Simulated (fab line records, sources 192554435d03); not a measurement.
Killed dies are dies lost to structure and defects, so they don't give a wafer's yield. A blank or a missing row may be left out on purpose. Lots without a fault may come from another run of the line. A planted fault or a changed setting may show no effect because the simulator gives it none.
Which tool did it? | flow n5_finfet | 10 lots, 30 wafers sampled, at 5 steps of a route of 1938

WHAT THE GAUGES READ, wafer by wafer
N5_SD_EPI_N_INSPECT_11: inspects for defects (macro). Usual: raw_defect_count 2.1, standard deviation 1.4.
lot  | measured    | on                | raw_defect_count | flag
L993 | day 3 07:08 | defect_inspect-01 | 1 2 3            |
L994 | day 3 11:38 | defect_inspect-02 | 4 1 1            |
L996 | day 4 01:40 | defect_inspect-01 | 2 1 2            |
L999 | day 4 22:53 | defect_inspect-02 | 2 2 4            |
L100 | day 5 01:32 | defect_inspect-02 | 3 1 1            |
L103 | day 5 20:25 | defect_inspect-02 | 3 0 1            |
L106 | day 6 11:38 | defect_inspect-02 | 1 2 2            |
L110 | day 7 13:29 | defect_inspect-01 | 2 6 2            |
L112 | day 8 05:05 | defect_inspect-02 | 2 2 1            |
L114 | day 8 13:20 | defect_inspect-01 | 3 0 1            |

N5_SDB_CD_MEAS_11: target cd 50 nm. Usual: cd_nm 50.1 nm, standard deviation 0.98.
lot  | measured    | on        | cd_nm (nm)     | flag
L993 | day 3 23:17 | cd_sem-03 | 50.6 49.8 49.6 |
L994 | day 4 04:19 | cd_sem-03 | 50.5 51.1 51.1 |
L996 | day 4 17:20 | cd_sem-03 | 51.2 51.0 51.0 |
L999 | day 5 16:07 | cd_sem-03 | 48.5 48.4 47.3 |
L100 | day 5 17:41 | cd_sem-01 | 50.0 49.3 48.9 |
L103 | day 6 13:11 | cd_sem-01 | 49.3 50.1 49.4 |
L106 | day 7 05:22 | cd_sem-03 | 50.8 52.0 51.4 |
L110 | day 8 06:21 | cd_sem-03 | 49.1 49.1 48.9 |
L112 | day 8 22:29 | cd_sem-02 | 49.9 49.9 50.4 |
L114 | day 9 07:07 | cd_sem-02 | 49.7 49.0 50.7 |

N5_BEOL_M4_RC_MEAS_101. Usual: DIBL_N 36.5 mV/V, standard deviation 1.4; DIBL_P 36.5 mV/V, standard deviation 1.6; IOFF_N 0.163 nA/um, standard deviation 0.022; IOFF_P 0.219 nA/um, standard deviation 0.029; ION_N 675 uA/um, standard deviation 8.3; ION_P 464 uA/um, standard deviation 6.2; SS_N 71.5 mV/dec, standard deviation 0.52; SS_P 73.4 mV/dec, standard deviation 0.57; VT_N 249.7 mV, standard deviation 2.6; VT_P -250 mV, standard deviation 3.
lot  | measured     | on        | DIBL_N (mV/V)  | DIBL_P (mV/V)  | IOFF_N (nA/um)    | IOFF_P (nA/um)    | ION_N (uA/um) | ION_P (uA/um) | SS_N (mV/dec)  | SS_P (mV/dec)  | VT_N (mV)         | VT_P (mV)      | flag
L993 | day 8 03:10  | prober-01 | 38.3 36.7 36.8 | 37.0 34.9 34.5 | 0.170 0.139 0.136 | 0.252 0.215 0.199 | 673 661 669   | 472 462 468   | 71.9 71.2 70.9 | 73.3 73.9 73.2 | 252.2 254.3 253.8 | -249 -248 -249 |
L994 | day 8 15:29  | prober-01 | 37.4 34.2 36.5 | 38.1 34.8 38.0 | 0.189 0.134 0.174 | 0.216 0.174 0.213 | 673 666 676   | 455 453 461   | 72.7 71.4 72.3 | 73.7 73.3 73.4 | 247.7 251.4 250.6 | -251 -255 -251 |
L996 | day 9 19:38  | prober-02 | 38.0 37.2 37.7 | 38.5 37.4 38.7 | 0.187 0.190 0.194 | 0.234 0.208 0.236 | 682 691 687   | 462 466 461   | 72.1 72.5 72.0 | 74.0 72.4 73.9 | 247.6 245.4 246.8 | -249 -251 -251 |
L999 | day 9 21:19  | prober-01 | 36.9 35.8 36.2 | 36.2 35.2 36.4 | 0.172 0.154 0.173 | 0.197 0.188 0.200 | 666 666 682   | 454 454 462   | 72.1 70.6 71.4 | 73.3 73.4 73.0 | 251.5 250.5 249.3 | -250 -251 -251 |
L100 | day 9 22:42  | prober-01 | 33.8 36.2 35.3 | 32.7 35.5 34.8 | 0.120 0.155 0.140 | 0.196 0.244 0.230 | 666 671 676   | 468 464 472   | 71.6 71.3 71.5 | 72.4 73.1 72.8 | 251.9 249.2 250.8 | -247 -247 -248 |
L103 | day 10 15:59 | prober-02 | 35.2 36.1 38.4 | 36.0 36.6 39.9 | 0.148 0.172 0.212 | 0.232 0.246 0.302 | 675 668 682   | 468 468 472   | 70.5 71.4 71.5 | 72.0 72.3 73.9 | 250.1 247.9 244.5 | -248 -247 -244 |
L106 | day 11 18:43 | prober-02 | 34.4 35.7 35.8 | 35.2 37.0 36.9 | 0.136 0.159 0.158 | 0.204 0.217 0.223 | 666 682 670   | 464 461 466   | 71.6 71.2 71.7 | 73.7 73.5 73.5 | 253.6 253.2 249.6 | -250 -250 -249 |
L110 | day 12 19:00 | prober-01 | 37.9 38.4 39.1 | 38.8 39.5 39.8 | 0.177 0.187 0.197 | 0.227 0.243 0.247 | 684 682 685   | 464 465 468   | 71.6 71.8 71.8 | 73.8 74.3 74.1 | 247.7 247.3 247.4 | -250 -249 -246 |
L112 | day 13 02:41 | prober-02 | 38.5 38.7 38.1 | 38.0 37.9 37.6 | 0.175 0.184 0.174 | 0.240 0.244 0.248 | 681 666 685   | 464 460 471   | 71.3 71.4 71.4 | 74.3 74.3 74.0 | 250.5 248.6 247.6 | -247 -248 -247 |
L114 | day 13 22:22 | prober-02 | 35.7 33.3 35.0 | 37.9 34.6 36.6 | 0.170 0.127 0.151 | 0.230 0.184 0.217 | 681 675 675   | 472 467 465   | 72.5 71.0 71.1 | 73.4 72.6 73.3 | 250.1 252.1 250.0 | -248 -251 -249 |

WHICH TOOL RAN EACH LOT (tool, then ch and the chambers of the sampled wafers, then the start)
lot  | N5_ILD0_CMP_03               | N5_ILD0_CMP_07
L993 | cmp-01 ch 0,1,2, day 3 18:55 | cmp-01 ch 0,2,3, day 3 19:16
L994 | cmp-03 ch 1,2, day 3 23:37   | cmp-02 ch 0,1, day 3 23:59
L996 | cmp-03 ch 0,1,3, day 4 13:06 | cmp-03 ch 0,2,3, day 4 13:25
L999 | cmp-03 ch 0,1, day 5 11:56   | cmp-02 ch 0,1,2, day 5 12:20
L100 | cmp-03 ch 0,2, day 5 13:12   | cmp-02 ch 2,3, day 5 13:29
L103 | cmp-03 ch 0,2,3, day 6 08:53 | cmp-01 ch 0,1,3, day 6 09:13
L106 | cmp-03 ch 0,1,3, day 7 00:44 | cmp-02 ch 1,2,3, day 7 01:05
L110 | cmp-02 ch 0,2,3, day 8 02:02 | cmp-03 ch 1,3, day 8 02:20
L112 | cmp-02 ch 0,1, day 8 18:09   | cmp-01 ch 0,2,3, day 8 18:33
L114 | cmp-01 ch 0,2,3, day 9 02:42 | cmp-02 ch 1,2,3, day 9 03:02
- N5_ILD0_CMP_03: polishes, stops on SiNx, t overpolish 1.9 s, target thk 197.38 nm.
- N5_ILD0_CMP_07: polishes SiO2 flowable, stops on poly-Si, t overpolish 1.18 s, target thk 138.88 nm.

WHAT THE TOOLS THEMSELVES READ (means of the sampled wafers that have a number; where no wafer has one, the mark that the record gives instead)
N5_ILD0_CMP_03. Usual: edge_zone_pressure_frac 1.000, standard deviation 0.005; head_pressure_psi 4.148 psi, standard deviation 0.0093; motor_current_A 12.1 A, standard deviation 1.5; overpolish_run_s 1.900 s, standard deviation 0.0097; time_to_endpoint_s 68.6 s, standard deviation 2.7.
lot  | tool   | edge_zone_pressure_frac | head_pressure_psi (psi) | motor_current_A (A) | overpolish_run_s (s) | time_to_endpoint_s (s) | flag
L993 | cmp-01 | 0.999                   | 4.154                   | 12.0                | 1.892                | 68.1                   |
L994 | cmp-03 | 0.997                   | 4.159                   | 12.9                | 1.890                | 68.5                   |
L996 | cmp-03 | 0.997                   | 4.146                   | 13.2                | 1.897                | 67.1                   |
L999 | cmp-03 | 1.003                   | 4.144                   | 11.5                | 1.899                | 67.1                   |
L100 | cmp-03 | 0.999                   | 4.145                   | 13.4                | 1.909                | 71.6                   |
L103 | cmp-03 | 0.999                   | 4.788                   | 16.1                | 1.894                | 58.2                   | OFF
L106 | cmp-03 | 0.999                   | 4.800                   | 14.9                | 1.902                | 58.1                   | OFF
L110 | cmp-02 | 1.003                   | 4.147                   | 11.3                | 1.891                | 69.2                   |
L112 | cmp-02 | 0.995                   | 4.146                   | 11.0                | 1.903                | 71.6                   |
L114 | cmp-01 | 1.004                   | 4.157                   | 11.7                | 1.899                | 69.6                   |

N5_ILD0_CMP_07. Usual: edge_zone_pressure_frac 1.001, standard deviation 0.005; head_pressure_psi 4.150 psi, standard deviation 0.0087; motor_current_A 11.9 A, standard deviation 1.3.
lot  | tool   | edge_zone_pressure_frac | head_pressure_psi (psi) | motor_current_A (A) | flag
L993 | cmp-01 | 1.005                   | 4.143                   | 11.9                |
L994 | cmp-02 | 0.999                   | 4.152                   | 11.1                |
L996 | cmp-03 | 0.998                   | 4.154                   | 14.2                |
L999 | cmp-02 | 1.000                   | 4.148                   | 10.9                |
L100 | cmp-02 | 1.000                   | 4.159                   | 11.5                |
L103 | cmp-01 | 1.003                   | 4.159                   | 11.5                |
L106 | cmp-02 | 1.001                   | 4.152                   | 11.9                |
L110 | cmp-03 | 1.000                   | 4.156                   | 14.3                |
L112 | cmp-01 | 0.998                   | 4.154                   | 11.6                |
L114 | cmp-02 | 1.000                   | 4.155                   | 11.7                |

THE ANSWER, worked out from the rows above alone
Rule: a lot is off if the mean of its wafers that have a number lies more than 3 standard deviations from the usual mean. A lot without any number at a reading at which 4 lots or more have one is off too. The other lots that the step has rows for count as sound. The gauges are gone through in route order, then the tools' own readings, and for those a lot's mean is taken as printed above. The first step at which some lot is off is used, and at that step the reading that is off furthest; a lot without a number counts as furthest.
Off: L103, L106, at N5_ILD0_CMP_03 (head_pressure_psi).
A tool fits if, at that step or a process step before it, it ran every lot that is off, and no sound lot after the first of them. One fits: cmp-03 at N5_ILD0_CMP_03. Its last sound lot is L100 (day 5 13:12), its first lot that is off L103 (day 6 08:53): a fault that began between those two fits.
The tool's own readings at N5_ILD0_CMP_03 bear it out: on the lots that are off they differ by more than 5 times the standard deviation of the sound lots' means. head_pressure_psi reads 4.794 psi there against 4.150 psi on the sound lots; time_to_endpoint_s reads 58.2 s there against 69.1 s on the sound lots.

WHAT THE SIMULATOR HAD PUT IN
Process parameter drift: cmp-03, from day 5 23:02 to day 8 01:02, at N5_ILD0_CMP_03. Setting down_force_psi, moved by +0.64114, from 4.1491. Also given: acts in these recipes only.
Lots struck among those shown: L103, L106. The rule above found the same.
